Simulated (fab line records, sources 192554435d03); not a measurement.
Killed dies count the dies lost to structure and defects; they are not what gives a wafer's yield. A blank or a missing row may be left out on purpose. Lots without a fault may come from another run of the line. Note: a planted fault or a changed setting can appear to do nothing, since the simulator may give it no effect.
Matching of chambers :: flow n5Finfet :: N5_STI_FIN_REVEAL_ALD_00 on aldSin-04 has 4 sister chambers
The step deposits SiO2, target thk 1 nm, pulse time 1 s. 4 wafers are shown with their chamber, then 12 later ones without.

== WAFERS, EACH WITH ITS CHAMBER ==
wafer: L084.6
chamber: 0
heaterPowerW (W): 351

wafer: L087.5
chamber: 1
heaterPowerW (W): 481

wafer: L088.3
chamber: 2
heaterPowerW (W): 577

wafer: L088.5
chamber: 3
heaterPowerW (W): 389

== WAFERS WHOSE CHAMBER IS MISSING ==
wafer: L091.1
heaterPowerW (W): 486

wafer: L091.3
heaterPowerW (W): 353

wafer: L091.6
heaterPowerW (W): 478

wafer: L093.3
heaterPowerW (W): 561

wafer: L093.5
heaterPowerW (W): 485

wafer: L093.6
heaterPowerW (W): 359

wafer: L096.4
heaterPowerW (W): 394

wafer: L096.5
heaterPowerW (W): 388

wafer: L096.6
heaterPowerW (W): 571

wafer: L097.1
heaterPowerW (W): 482

wafer: L097.2
heaterPowerW (W): 571

wafer: L097.6
heaterPowerW (W): 478

== WHICH CHAMBER EACH ONE RAN IN ==
wafer: L091.1
from the rows above: 1
in truth: 1

wafer: L091.3
from the rows above: 0
in truth: 0

wafer: L091.6
from the rows above: 1
in truth: 1

wafer: L093.3
from the rows above: 2
in truth: 2

wafer: L093.5
from the rows above: 1
in truth: 1

wafer: L093.6
from the rows above: 0
in truth: 0

wafer: L096.4
from the rows above: 3
in truth: 3

wafer: L096.5
from the rows above: 3
in truth: 3

wafer: L096.6
from the rows above: 2
in truth: 2

wafer: L097.1
from the rows above: 1
in truth: 1

wafer: L097.2
from the rows above: 2
in truth: 2

wafer: L097.6
from the rows above: 1
in truth: 1
12 of 12 placed correctly. From these rows, 0 cannot be placed. Number placed wrongly: 0.
How it was worked out, from the rows above alone: a wafer's distance from a chamber is the root of the sum, over the readings, of the square of ((its reading less the chamber's mean) divided by the reading's scatter). The wafer belongs to the nearest chamber; if the next one is less than 2 further off, it can't be placed. For every chamber, the mean is computed from those of its wafers that are shown. The scatter: with one shown wafer a chamber, the root of the mean of the squares of how far each hidden wafer lies from its nearest shown one.
